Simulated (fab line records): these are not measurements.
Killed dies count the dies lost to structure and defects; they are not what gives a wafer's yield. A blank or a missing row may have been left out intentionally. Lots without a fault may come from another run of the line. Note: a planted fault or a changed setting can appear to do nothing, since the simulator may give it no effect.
fab line records | flow nand-harc
[record] lots = 14 wafers = 42 last-day = 24
route steps=1159 shown A_STAIRCASE@700 A_SGD_CUT@755
lots that met no fault: taken from a fault-free run of the same line
start-h: hours from the record's opening day to when the first of the lot's shown wafers began | wait-h: hours from the lot's prior step to this one | " the same as in the row above | L1.1+2: a single row standing in for several wafers | - either no value or no given start | * or withheld: withheld | < > ~ a bound
route shown NAME@n: a module of which the file shows steps, and the number in the route of the first | usual: mean/standard deviation of fault-free wafers | same: alike in all rows | chamber/n: place in a boat | sites: readings site by site | _std_site: standard deviation of those values | _edge_site: inner sites' mean taken away from outer sites' mean | radius-mm: how far each site lies from the wafer's centre | mask NAME#n: copy n | behind: the last tool/chamber to shape the wafer | hold: what put the lot on hold/how long, in hours/how the hold closed | device: the n, p or np transistor that did not switch | end of line: at the end of the route, the tests of the same wafers | a step given without rows: its recipe and nothing more | killed: the dies lost at the first sort to structure and to defects; this is not the yield of the wafer | map: a wafer's dies, marking killed ones x, the rest . and places with no die _
set.NAME: the setting that was run; set.NAME@STEP: the one run at that earlier step | model.NAME: the simulator's own value behind a step, which no gauge read
a sample of lots followed through the steps of the route, with each step as a table and each wafer as a row
services: a tool's chamber out of use, with start hour (start-h, from the record's first day; less than 0 if before it), hours out, and reason
[[steps]]
[step NHARC_A_STAIRCASE_STRIP_476]
[recipe] time-s = 20 o2-flow-sccm = 500 ar-flow-sccm = 0 bias-w = 0 chemistry = O2
[usual] drypump-motor-current-A = 5.7/0.39 oes-product-au = 1.002/0.01 rf-vpp-V = 57.7/0.83 showerhead-plenum-p-Torr = 3.50/0.14 throttle-valve-pct = 17.037/0.0085
// columns lot.wafer tool chamber start-h wait-h drypump-motor-current-A oes-product-au rf-hours-counter-h rf-vpp-V showerhead-plenum-p-Torr throttle-valve-pct
L696.3 rie-diel-13 0 254.63 0.1 5.1 1.010 59 56.6 3.38 17.043
L696.4 " 1 " " 5.6 0.998 55 57.1 3.55 17.023
L696.1 " 2 " " 5.7 1.002 60 57.1 3.40 17.033
L698.1 rie-diel-13 1 268.53 0.1 5.6 0.996 58 57.0 3.55 17.053
L698.2 " 2 " " 5.7 1.001 63 57.5 3.40 17.035
L698.6 " 0 " " 5.1 1.005 - 56.5 3.38 17.022
L699.2 rie-diel-06 0 278.97 0.1 5.1 1.009 9 58.0 3.42 17.036
L699.1 " 1 " " 6.0 1.017 8 57.6 3.56 17.056
L699.4 " 3 " " 6.0 0.986 9 57.5 3.30 17.040
L702.4 rie-diel-13 2 296.35 0.1 5.7 0.984 6 58.9 3.40 17.038
L702.1 " 3 " " 5.7 0.992 5 60.0 3.58 17.049
L702.5 " 3 " " 5.8 0.990 - 58.2 3.58 17.040
L705.2 rie-diel-13 1 316.32 0.3 5.6 1.008 10 57.4 3.54 17.028
L705.1 " 2 " " 5.7 0.995 10 56.9 3.39 17.044
L705.5 " 0 " " 5.1 0.996 - 57.3 3.37 17.042
L706.3 rie-diel-02 1 319.44 0.1 6.0 0.999 63 58.1 3.52 17.047
L706.4 " 2 " " 5.4 1.011 52 58.1 3.68 17.043
L706.5 " 0 " " 6.4 0.997 - 56.8 3.31 17.036
L711.4 rie-diel-13 1 345.68 0.1 5.6 1.002 23 58.1 3.53 17.046
L711.6 " 0 " " 5.1 0.986 - 58.8 3.36 17.036
L711.5 " 1 " " 5.6 0.993 - 59.1 3.53 17.040
L713.2 rie-diel-02 1 366.63 0.1 5.9 0.989 11 57.6 3.51 17.045
L713.1 " 2 " " 5.4 1.003 11 58.8 3.67 17.046
L713.6 " 0 " " 6.4 1.002 - 56.2 3.30 17.041
L712.2 rie-diel-13 0 366.71 0.1 5.1 0.993 30 57.3 3.36 17.048
L712.4 " 2 " " 5.7 0.997 31 57.4 3.38 17.038
L712.6 " 1 " " 5.6 1.003 - 58.5 3.53 17.040
L714.3 rie-diel-06 1 370.62 0.1 6.1 1.000 42 57.8 3.54 17.041
L714.2 " 0 " " 5.1 0.971 44 56.6 3.40 17.045
L714.6 " 1 " " 6.1 1.019 - 57.6 3.54 17.032
L715.1 rie-diel-02 2 375.83 0.2 5.4 1.009 14 56.3 3.67 17.040
L715.3 " 3 " " 5.9 1.016 14 57.8 3.59 17.036
L715.5 " 3 " " 5.9 1.015 - 58.2 3.59 17.030
L716.4 rie-diel-02 2 387.22 0.1 5.4 1.010 18 57.2 3.66 17.025
L716.2 " 0 " " 6.4 1.008 19 56.3 3.30 17.047
L716.6 " 2 " " 5.4 1.005 - 58.8 3.66 17.036
L719.1 rie-diel-06 1 389.35 0.1 6.0 1.007 48 57.6 3.54 17.030
L719.2 " 2 " " 5.5 1.006 44 57.2 3.78 17.039
L719.5 " 1 " " 6.0 1.003 - 58.0 3.54 17.029
L717.1 rie-diel-06 2 401.53 0.1 5.5 1.004 49 58.7 3.78 17.025
L717.6 " 1 " " 6.0 1.001 - 58.0 3.53 17.051
L717.4 " 0 " " 5.1 0.998 - 56.9 3.39 17.048
[step NHARC_A_STAIRCASE_DEP_322]
[recipe] target-thk-a = 38000 temp-c = 400 target-thk-nm = 3800 teos-flow-sccm = 200 rf-w = 500 material = SiO2
[usual] heater-power-w = 676/81
// columns lot.wafer tool chamber start-h wait-h heater-power-w
L696.1 pecvd-04 2 273.71 0.1 722
L696.3 " 1 " " 748
L696.4 " 0 " " 726
L698.1 pecvd-04 1 287.80 0.2 825
L698.2 " 2 " " 712
L698.6 " 2 " " 555
L699.2 pecvd-04 2 297.80 0.1 608
L699.1 " 0 " " 783
L699.4 " 1 " " 694
L702.1 pecvd-04 2 317.22 0.3 689
L702.5 " 1 " " 689
L702.4 " 2 " " 576
L705.1 pecvd-04 2 336.49 0.1 615
L705.2 " 1 " " 857
L705.5 " 1 " " 688
L706.3 pecvd-03 0 343.55 0.2 760
L706.5 " 2 " " 521
L706.4 " 1 " " 616
L711.6 pecvd-04 0 367.36 0.6 718
L711.5 " 1 " " 678
L711.4 " 2 " " 555
L713.1 pecvd-01 0 387.58 0.3 723
L713.2 " 2 " " 657
L713.6 " 2 " " 574
L712.2 pecvd-03 1 387.73 0.5 758
L712.4 " 2 " " 549
L712.6 " 0 " " 634
L714.3 pecvd-03 2 388.21 0.9 647
L714.2 " 0 " " 783
L714.6 " 0 " " 643
L715.1 pecvd-01 1 397.58 0.1 651
L715.3 " 0 " " 675
L715.5 " 0 " " 668
L719.2 pecvd-04 2 407.73 0.5 620
L719.1 " 0 " " 876
L719.5 " 0 " " 681
L716.2 pecvd-03 2 408.21 1.0 579
L716.6 " 1 " " 610
L716.4 " 2 " " 544
L717.1 pecvd-03 0 420.98 0.3 727
L717.4 " 2 " " 545
L717.6 " 0 " " 650
[step NHARC_A_SGD_CUT_EXPOSE_06]
[recipe] na = 1.35 dose-mj = 85.59 mask-id = SGD
[usual] exposure-dose-mJ-cm2 = 85.49/0.15 focus-offset-nm = 0.0/0.61 reticle-temp-C = 23.00/0.11
// columns lot.wafer tool chamber start-h wait-h mask exposure-dose-mJ-cm2 focus-offset-nm reticle-temp-C
L696.1 arfi-scanner-03 0 295.38 - SGD#0 85.63 0.0 23.03
L696.3 " 0 " " SGD#0 85.63 -0.5 23.11
L696.4 " 0 " " SGD#0 85.63 -0.5 23.14
L698.1 arfi-scanner-02 0 308.27 - SGD#0 85.64 1.3 23.09
L698.2 " 0 " " SGD#0 85.59 0.4 23.02
L698.6 " 0 " " SGD#0 85.55 0.6 23.04
L699.1 arfi-scanner-02 0 319.26 - SGD#0 85.53 0.1 22.83
L699.2 " 0 " " SGD#0 85.47 -0.2 22.93
L699.4 " 0 " " SGD#0 85.60 -0.6 22.69
L702.1 arfi-scanner-01 0 340.05 - SGD#0 85.57 -0.3 23.15
L702.4 " 0 " " SGD#0 85.56 -0.6 23.12
L702.5 " 0 " " SGD#0 85.49 -1.1 23.15
L705.1 arfi-scanner-02 - 360.04 - SGD#0 - - -
L705.2 " - " " SGD#0 - - -
L705.5 " - " " SGD#0 - - -
L706.3 arfi-scanner-02 - 366.16 - SGD#0 - - -
L706.4 " - " " SGD#0 - - -
L706.5 " - " " SGD#0 - - -
L711.4 arfi-scanner-03 0 387.80 - SGD#0 85.62 0.7 22.98
L711.5 " 0 " " SGD#0 85.72 0.0 23.12
L711.6 " 0 " " SGD#0 85.65 0.9 22.87
L712.2 arfi-scanner-02 0 409.83 - SGD#0 85.40 -0.2 22.81
L712.4 " 0 " " SGD#0 85.47 -0.1 22.90
L712.6 " 0 " " SGD#0 85.42 -0.1 22.80
L713.1 arfi-scanner-02 0 409.95 - SGD#0 85.43 -0.1 23.04
L713.2 " 0 " " SGD#0 85.51 -0.6 23.28
L713.6 " 0 " " SGD#0 85.34 0.3 23.14
L714.2 arfi-scanner-01 0 410.17 - SGD#0 85.49 -0.2 22.93
L714.3 " 0 " " SGD#0 85.52 -0.2 22.99
L714.6 " 0 " " SGD#0 85.47 0.0 22.92
L715.1 arfi-scanner-01 0 418.02 - SGD#0 85.45 -0.4 23.07
L715.3 " 0 " " SGD#0 85.51 0.2 23.07
L715.5 " 0 " " SGD#0 85.38 0.2 23.01
L716.2 arfi-scanner-02 0 432.41 - SGD#0 85.53 0.3 23.01
L716.4 " 0 " " SGD#0 85.59 1.5 22.92
L716.6 " 0 " " SGD#0 85.47 1.2 23.11
L719.1 arfi-scanner-01 0 432.81 - SGD#0 85.51 0.0 22.94
L719.2 " 0 " " SGD#0 85.60 -0.1 23.03
L719.5 " 0 " " SGD#0 85.50 -1.1 22.98
L717.1 arfi-scanner-03 0 441.87 - SGD#0 85.00 0.1 22.97
L717.4 " 0 " " SGD#0 85.06 0.9 22.96
L717.6 " 0 " " SGD#0 85.04 1.6 23.07
[step NHARC_A_SGD_CUT_ETCH_16]
[recipe] target-depth-a = 3105 time-s = 155.2 c4f8-flow-sccm = withheld o2-flow-sccm = 8 ar-flow-sccm = withheld rf-w = 600 bias-w = 800 chemistry = C4F8/O2/Ar
[usual] oes-product-au = 0.971/0.014 rf-vpp-V = 723/4.3
// columns lot.wafer tool chamber start-h wait-h oes-product-au rf-hours-counter-h rf-vpp-V
L696.4 rie-diel-07 0 - - 0.966 6 726
L696.3 " 1 " " 0.991 6 721
L696.1 " 2 " " 0.988 5 720
L698.1 rie-diel-07 1 - - 1.005 7 718
L698.2 " 3 " " 0.975 8 726
L698.6 " 0 " " 0.964 - 728
L699.1 rie-diel-11 2 - - 0.987 10 726
L699.4 " 0 " " 0.962 11 718
L699.2 " 1 " " 0.963 11 724
L702.1 rie-diel-07 0 - - 0.978 10 727
L702.4 " 1 " " 1.010 10 717
L702.5 " 1 " " 1.004 - 718
L705.2 rie-diel-11 1 - - 0.974 17 723
L705.1 " 2 " " 0.978 17 728
L705.5 " 3 " " 0.953 - 726
L706.3 rie-diel-10 1 - - 0.991 0 730
L706.4 " 3 " " 0.968 1 719
L706.5 " 1 " " 0.980 - 730
L711.4 rie-diel-10 0 - - 0.954 3 730
L711.5 " 0 " " 0.953 - 730
L711.6 " 1 " " 0.940 - 730
L713.1 rie-diel-10 2 - - 0.970 4 720
L713.2 " 0 " " 0.994 5 730
L713.6 " 2 " " 0.969 - 717
L712.2 rie-diel-11 0 - - 0.979 5 718
L712.6 " 0 " " 0.975 - 717
L712.4 " 2 " " 0.974 - 725
L714.2 rie-diel-11 3 - - 0.972 5 723
L714.3 " 0 " " 0.986 5 718
L714.6 " 3 " " 0.971 - 725
L715.3 rie-diel-11 0 - - 0.964 6 715
L715.1 " 1 " " 0.963 2 723
L715.5 " 0 " " 0.965 - 716
L716.4 rie-diel-11 0 - - 0.953 8 717
L716.2 " 2 " " 0.978 7 726
L716.6 " 0 " " 0.957 - 717
L719.2 rie-diel-10 0 - - 0.991 6 728
L719.1 " 1 " " 0.983 4 728
L719.5 " 2 " " 0.972 - 719
L717.4 rie-diel-10 2 - - 0.971 7 718
L717.1 " 0 " " 0.989 8 731
L717.6 " 1 " " 0.961 - 729
[[services]]
// columns tool chamber start-h hours kind
arfi-scanner-02 - 256.00 4.0 pm
arfi-scanner-02 - 267.43 1.1 repair
rie-diel-10 1 274.73 4.9 repair
rie-diel-13 - 276.02 9.0 pm
rie-diel-11 2 276.49 21.4 repair
rie-diel-10 1 288.59 3.2 repair
pecvd-03 - 292.03 13.0 pm
rie-diel-11 0 306.13 5.5 repair
rie-diel-11 3 308.18 4.2 repair
arfi-scanner-02 - 313.34 3.3 repair
pecvd-03 1 317.13 7.1 repair
pecvd-03 - 350.68 0.5 repair
rie-diel-10 3 350.81 9.0 repair
rie-diel-10 - 353.50 9.0 pm
rie-diel-11 - 362.85 1.0 repair
pecvd-03 0 363.69 11.1 repair
rie-diel-11 - 366.50 9.0 pm
pecvd-04 - 376.00 13.0 pm
rie-diel-11 1 388.87 23.6 repair
rie-diel-11 2 396.24 2.6 repair
rie-diel-13 1 404.80 1.4 repair
arfi-scanner-02 - 428.00 4.0 pm
arfi-scanner-02 - 438.16 4.1 repair
rie-diel-11 - 439.17 1.7 repair
[[key]]
[first-sign] step = NHARC_A_SGD_CUT_EXPOSE_06 reading = tool-record direction = missing
effect none on later readings
met-at NHARC_A_SGD_CUT_EXPOSE_06
struck-lots L705,L706
later-rows-left-out L705.1,L705.2,L705.5,L706.3,L706.4,L706.5
sort-left-out L705.1,L705.2,L705.5,L706.3,L706.4,L706.5
tester-left-out L705,L706
not-acting-at NHARC_A_STAIRCASE_STRIP_476,NHARC_A_STAIRCASE_DEP_322,NHARC_A_SGD_CUT_ETCH_16
onset-between 319.26 360.04
[fault] kind = skipped-step-whole tool = arfi-scanner-02 chamber = - onset-h = 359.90 steps = NHARC_A_SGD_CUT_EXPOSE_06 scope = struck-lots-only
// tester-left-out: of these lots the tester's yield and bins aren't shown, on N5 and GAA mostly nor the transistor test; their killed dies are dies lost to structure and defects alone, not to doping, threshold or leakage, so they don't give the yield
// sort-left-out: the simulated sort isn't trusted on such a fault, so these wafers' sort isn't shown, and their yield isn't known
// later-rows-left-out: the simulator's readings of these wafers behind a module that went badly wrong aren't trusted and aren't shown, but for the sort
